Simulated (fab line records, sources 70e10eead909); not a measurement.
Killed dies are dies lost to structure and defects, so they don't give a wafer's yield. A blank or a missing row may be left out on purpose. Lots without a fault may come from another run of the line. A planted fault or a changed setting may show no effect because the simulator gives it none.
fab line records | flow nand_harc | part 2 of 2: steps 29 to 38 of 38
record lots=5 wafers=15 last_day=32
route steps=1302 shown A_M1@1194 A_BONDPAD@1202
lots that met no fault: from a run of the same line without faults
start_h: hours from the record's first day to the start of the lot's first wafer shown | wait_h: hours since the lot's step before | " the same as in the row above | L1.1+2: a row that stands for several wafers | - no value, or no start given | * or withheld: withheld | < > ~ a bound
route shown NAME@n: a module of which the file shows steps, and the number in the route of the first | usual: mean/standard deviation of fault-free wafers | same: alike in all rows | chamber/n: place in a boat | sites: the reading at each site | _std_site: their standard deviation | _edge_site: outer sites' mean less inner sites' | radius_mm: how far each site lies from the wafer's centre | mask NAME#n: copy n | behind: the tool/chamber that last shaped the wafer | hold: why the lot was held/for how many hours/how that ended | device: the transistor (n, p or np) that didn't switch | end of line: the same wafers' tests at the end of the route | a step without rows: its recipe alone | killed: dies lost to structure and defects at the first sort, not the wafer's yield | map: a wafer's dies, x killed, . not, _ none there
set.NAME: the setting as run; set.NAME@STEP: as run at that earlier step | model.NAME: the simulator's own value behind a step, which no gauge read
lots at some steps of the route; a table a step, a row a wafer
services: from which hour (start_h, from the record's first day; less than 0 if before it) a tool's chamber was out of use, for how many hours, and why
## steps
# step NHARC_A_BONDPAD_ETCH_24
# recipe target_depth_a=300 over_etch_frac=0.3 time_s=72.99 ion_energy_ev=150 cf4_flow_sccm=50 n2_flow_sccm=100 ar_flow_sccm=150 rf_w=300 bias_w=100 chemistry=CF4/N2
# usual bias_w=100.00/0.29 drypump_motor_current_A=5.5/0.34 oes_product_au=1.003/0.012 rf_vpp_V=313.9/2.5 showerhead_plenum_p_Torr=2.61/0.14 throttle_valve_pct=19.794/0.0091
# columns lot.wafer tool chamber start_h wait_h bias_w drypump_motor_current_A oes_product_au rf_hours_counter_h rf_vpp_V showerhead_plenum_p_Torr throttle_valve_pct
L076.3 rie_diel-06 0 - - 100.10 5.6 1.000 2 311.6 2.46 19.807
L076.1 " 1 " " 100.29 5.1 0.989 1 314.6 2.62 19.793
L076.6 " 0 " " 100.05 5.6 1.005 - 310.9 2.46 19.794
L090.4 rie_diel-06 3 - - 99.51 5.6 1.008 0 318.5 2.78 19.786
L090.2 " 1 " " 99.57 5.1 1.021 0 312.6 2.61 19.780
L090.5 " 2 " " 100.14 5.6 0.977 - 312.7 2.46 19.797
L093.2 rie_diel-06 1 - - 100.31 5.1 1.018 1 314.7 2.61 19.795
L093.4 " 3 " " 99.99 5.5 1.016 1 318.1 2.78 19.777
L093.5 " 1 " " 99.98 5.1 1.017 - 313.2 2.61 19.807
L094.3 rie_diel-06 2 - - 100.09 5.6 0.982 1 311.3 2.46 19.777
L094.2 " 3 " " 100.00 5.5 1.017 1 316.5 2.78 19.779
L094.6 " 1 " " 100.43 5.1 1.015 - 312.8 2.61 19.785
L095.4 rie_diel-06 3 - - 100.27 5.5 1.001 1 315.3 2.78 19.793
L095.2 " 2 " " 100.23 5.6 0.991 2 310.4 2.46 19.806
L095.5 " 0 " " 100.14 5.6 1.013 - 312.2 2.46 19.799
# step NHARC_A_BONDPAD_STRIP_16
# recipe time_s=600 temp_c=30 chemistry=post_etch_residue_remover
# columns lot.wafer tool chamber start_h wait_h
L076.6+3+1 wet_bench-10 5,6,7 550.37 -
L090.4+5+2 wet_bench-10 0,2,3 682.70 -
L093.4+2+5 wet_bench-10 0,1,2 718.75 -
L094.3+6+2 wet_bench-08 0,1,3 728.72 -
L095.5+4+2 wet_bench-08 6,7,0 731.03 -
# step NHARC_A_BONDPAD_DEGAS_25
# recipe temp_c=300 time_s=60
# usual heater_power_w=467/63
# columns lot.wafer tool chamber start_h wait_h heater_power_w
L076.3 pvd_sputter-03 - 550.62 - 413
L076.1 " - " " 462
L076.6 " - " " 417
L090.4 pvd_sputter-01 - 682.97 - 592
L090.2 " - " " 515
L090.5 " - " " 394
L093.4 pvd_sputter-01 - 719.01 - 399
L093.2 " - " " 595
L093.5 " - " " 387
L094.2 pvd_sputter-01 - 728.99 - 609
L094.3 " - " " 514
L094.6 " - " " 389
L095.2 pvd_sputter-02 - 731.31 - 433
L095.4 " - " " 374
L095.5 " - " " 539
# step NHARC_A_BONDPAD_PRE_CLEAN_26
# recipe time_s=30 temp_c=280 gas=H2/He
# usual heater_power_w=410/54
# columns lot.wafer tool chamber start_h wait_h heater_power_w
L076.1 pvd_sputter-03 - - - 371
L076.3 " - " " 387
L076.6 " - " " 416
L090.2 pvd_sputter-01 - - - 534
L090.4 " - " " 426
L090.5 " - " " 513
L093.4 pvd_sputter-01 - - - 519
L093.2 " - " " 452
L093.5 " - " " 511
L094.2 pvd_sputter-01 - - - 421
L094.3 " - " " 520
L094.6 " - " " 410
L095.4 pvd_sputter-02 - - - 471
L095.2 " - " " 338
L095.5 " - " " 376
# step NHARC_A_BONDPAD_PVD_17
# recipe target_thk_a=50 bias_v=168.6 power_w=15000 chamber_pressure_pa=0.12 time_s=8.06 substrate_temp_c=50 material=TaN
# usual throttle_valve_pct=30.0/1
# columns lot.wafer tool chamber start_h wait_h throttle_valve_pct
L076.1 pvd_sputter-03 - - - 29.5
L076.3 " - " " 29.4
L076.6 " - " " 29.5
L090.2 pvd_sputter-01 - - - 31.1
L090.4 " - " " 30.2
L090.5 " - " " 30.9
L093.4 pvd_sputter-01 - - - 30.2
L093.2 " - " " 30.9
L093.5 " - " " 30.1
L094.3 pvd_sputter-01 - - - 31.9
L094.2 " - " " 31.2
L094.6 " - " " 30.2
L095.2 pvd_sputter-02 - - - 29.9
L095.4 " - " " 29.3
L095.5 " - " " 30.1
# step NHARC_A_BONDPAD_PVD_27
# recipe target_thk_a=300 chamber_pressure_pa=5 power_w=5000 substrate_temp_c=30 time_s=20.49 material=Cu
# usual throttle_valve_pct=30.0/1
# columns lot.wafer tool chamber start_h wait_h throttle_valve_pct
L076.3 pvd_sputter-03 - - - 31.0
L076.1 " - " " 29.0
L076.6 " - " " 31.2
L090.4 pvd_sputter-01 - - - 32.0
L090.2 " - " " 30.2
L090.5 " - " " 31.3
L093.4 pvd_sputter-01 - - - 30.0
L093.2 " - " " 31.0
L093.5 " - " " 30.4
L094.2 pvd_sputter-01 - - - 29.9
L094.3 " - " " 32.1
L094.6 " - " " 31.4
L095.4 pvd_sputter-02 - - - 29.3
L095.2 " - " " 30.3
L095.5 " - " " 28.9
# step NHARC_A_BONDPAD_ECD_18
# recipe target_thk_a=4000 bath_temp_c=25 material=Cu
# usual bath_temp_c=25.01/0.099
# columns lot.wafer tool chamber start_h wait_h bath_temp_c
L076.1 ecd_cu-02 1 550.98 - 25.03
L076.3 " 0 " " 25.03
L076.6 " 0 " " 24.94
L090.2 ecd_cu-02 0 683.32 - 25.06
L090.4 " 0 " " 25.11
L090.5 " 0 " " 25.09
L093.2 ecd_cu-02 1 719.36 - 24.90
L093.4 " 1 " " 24.98
L093.5 " 0 " " 25.10
L094.2 ecd_cu-02 0 729.34 - 25.03
L094.3 " 0 " " 24.95
L094.6 " 1 " " 25.12
L095.2 ecd_cu-01 0 731.66 - 25.01
L095.4 " 1 " " 25.07
L095.5 " 1 " " 24.95
# step NHARC_A_BONDPAD_ANNEAL_28
# recipe temp_c=225 time_s=90
# usual wafer_temp_C_max=226.4/0.33
# columns lot.wafer tool chamber start_h wait_h wafer_temp_C_max
L076.1 rtp_anneal-02 0 551.36 - 226.4
L076.3 " 0 " " 226.0
L076.6 " 0 " " 226.0
L090.2 rtp_anneal-01 0 683.75 - 226.5
L090.4 " 0 " " 226.7
L090.5 " 0 " " 226.6
L093.2 rtp_anneal-02 0 719.78 - 225.9
L093.4 " 0 " " 226.2
L093.5 " 0 " " 226.7
L094.2 rtp_anneal-01 0 729.76 - 226.7
L094.3 " 0 " " 226.3
L094.6 " 0 " " 226.5
L095.2 rtp_anneal-01 0 732.09 0.4 226.3
L095.4 " 0 " " 226.5
L095.5 " 0 " " 226.1
# step NHARC_A_BONDPAD_CMP_19
# recipe t_overpolish_s=30 cu_recess_touch_s=16 target_thk_nm=169.82
# usual motor_current_A=12.1/1.4 overpolish_run_s=30.000/0.0093
# columns lot.wafer tool chamber start_h wait_h motor_current_A overpolish_run_s
L076.3 cmp-02 2 551.76 - 14.7 30.013
L076.1 " 3 " " 12.8 30.013
L076.6 " 0 " " 12.7 29.996
L090.4 cmp-01 3 684.04 - 13.6 29.990
L090.2 " 2 " " 11.7 29.993
L090.5 " 0 " " 11.3 30.005
L093.2 cmp-03 2 720.17 - 9.6 30.020
L093.4 " 3 " " 11.4 29.989
L093.5 " 3 " " 11.8 29.990
L094.3 cmp-03 0 730.08 - 11.1 29.993
L094.2 " 2 " " 9.8 30.004
L094.6 " 3 " " 12.3 30.002
L095.2 cmp-03 0 732.38 - 11.5 29.998
L095.4 " 2 " " 10.0 29.997
L095.5 " 0 " " 10.7 30.000
# step NHARC_A_BONDPAD_THK_MEAS_20
# recipe thk_meas_gauge=xrf
# usual thk_nm=169.7/2
# columns lot.wafer tool chamber start_h wait_h thk_nm
L076.1 film_metro-01 - 552.03 - 169.5
L076.3 " - " " 168.1
L076.6 " - " " 170.2
L090.2 film_metro-02 - 684.37 - 172.5
L090.4 " - " " 171.4
L090.5 " - " " 173.2
L093.2 film_metro-02 - 720.49 - 172.4
L093.4 " - " " 167.1
L093.5 " - " " 168.8
L094.2 film_metro-01 - 730.38 - 171.0
L094.3 " - " " 167.5
L094.6 " - " " 166.3
L095.2 film_metro-01 - 732.70 - 168.7
L095.4 " - " " 171.0
L095.5 " - " " 168.2
## services
# columns tool chamber start_h hours kind
pvd_sputter-03 - 526.03 10.0 pm
cmp-02 - 531.07 4.0 pm
cmp-03 - 555.44 4.0 pm
pvd_sputter-02 - 555.61 2.7 repair
pvd_sputter-01 - 565.00 6.8 repair
cmp-03 - 565.86 0.3 repair
pvd_sputter-01 - 582.00 10.0 pm
ecd_cu-02 - 586.72 1.5 repair
ecd_cu-02 - 596.00 8.0 pm
litho_track-07 - 601.00 7.0 pm
pvd_sputter-03 - 603.83 0.7 repair
rie_diel-06 3 623.28 8.4 repair
litho_track-03 - 625.00 7.0 pm
pecvd-04 - 631.12 13.0 pm
pecvd-04 - 644.23 1.3 repair
wet_bench-08 - 646.40 8.0 pm
cmp-03 - 653.44 4.0 pm
rie_diel-06 - 661.21 9.0 pm
wet_bench-10 - 663.20 8.0 pm
rie_diel-06 0 670.79 7.1 repair
cmp-03 - 676.41 6.8 repair
rie_diel-06 1 684.24 3.2 repair
cmp-03 - 703.55 0.6 repair
wet_bench-10 - 709.04 4.9 repair
